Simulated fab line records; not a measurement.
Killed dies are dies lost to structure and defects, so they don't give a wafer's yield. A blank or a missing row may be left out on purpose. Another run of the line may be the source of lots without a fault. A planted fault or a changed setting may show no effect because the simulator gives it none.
Chamber matching | flow nand-harc | NHARC_A_STAIRCASE_TRIM_196 on rie-diel-04: 4 sister chambers
The step chemistry O2, time 211.2 s. 14 wafers are shown with their chamber, then 7 later ones without.

## EACH WAFER AND ITS CHAMBER
wafer  | chamber | drypump-motor-current-A (A) | showerhead-plenum-p-Torr (Torr) | oes-product-au (a.u.)
L263.2 | 1       | 5.60                        | 3.61                            | 0.991
L263.4 | 0       | 5.94                        | 3.56                            | 1.008
L263.6 | 2       | 6.25                        | 3.70                            | 1.000
L265.2 | 2       | 6.26                        | 3.70                            | 1.011
L265.3 | 0       | 5.94                        | 3.55                            | 1.021
L265.5 | 1       | 5.60                        | 3.61                            | 0.983
L268.1 | 3       | 5.51                        | 3.46                            | 1.012
L268.2 | 1       | 5.61                        | 3.60                            | 1.005
L268.4 | 2       | 6.24                        | 3.69                            | 1.010
L272.1 | 1       | 5.58                        | 3.60                            | 0.997
L272.3 | 3       | 5.53                        | 3.46                            | 1.004
L272.4 | 2       | 6.22                        | 3.69                            | 1.011
L273.3 | 0       | 5.94                        | 3.54                            | 1.011
L273.4 | 3       | 5.55                        | 3.46                            | 1.006

SIGNATURES (averages over the wafers above)
reading                  | chamber 0 | chamber 1 | chamber 2 | chamber 3 | scatter within a chamber
drypump-motor-current-A  | 5.9400    | 5.5975    | 6.2425    | 5.5300    | 0.0147
showerhead-plenum-p-Torr | 3.5500    | 3.6050    | 3.6950    | 3.4600    | 0.00632
oes-product-au           | 1.01333   | 0.99400   | 1.00800   | 1.00733   | 0.00688
Rule: a wafer's distance from a chamber is the root of the sum, over the readings, of the square of ((its reading less the chamber's mean) divided by the reading's scatter). The wafer belongs to the nearest chamber; if the next one is less than 2 further off, it can't be placed. How the scatter is found: for the shown wafers, subtract from each reading the mean of its chamber, square and add these, divide the total by (wafers less chambers), then take the root.

## WAFERS WITH NO CHAMBER GIVEN
wafer  | drypump-motor-current-A (A) | showerhead-plenum-p-Torr (Torr) | oes-product-au (a.u.)
L273.6 | 5.91                        | 3.54                            | 1.010
L278.1 | 5.92                        | 3.53                            | 1.006
L278.3 | 5.55                        | 3.45                            | 1.017
L278.5 | 5.62                        | 3.59                            | 0.994
L277.2 | 5.56                        | 3.45                            | 1.018
L277.4 | 5.61                        | 3.59                            | 1.002
L277.6 | 5.61                        | 3.59                            | 1.001

## WHICH CHAMBER EACH WENT THROUGH
wafer  | from the rows above | in truth
L273.6 | 0                   | 0
L278.1 | 0                   | 0
L278.3 | 3                   | 3
L278.5 | 1                   | 1
L277.2 | 3                   | 3
L277.4 | 1                   | 1
L277.6 | 1                   | 1
Correctly placed: 7 of 7. Can't be placed from these rows: 0. Placed wrongly: 0.
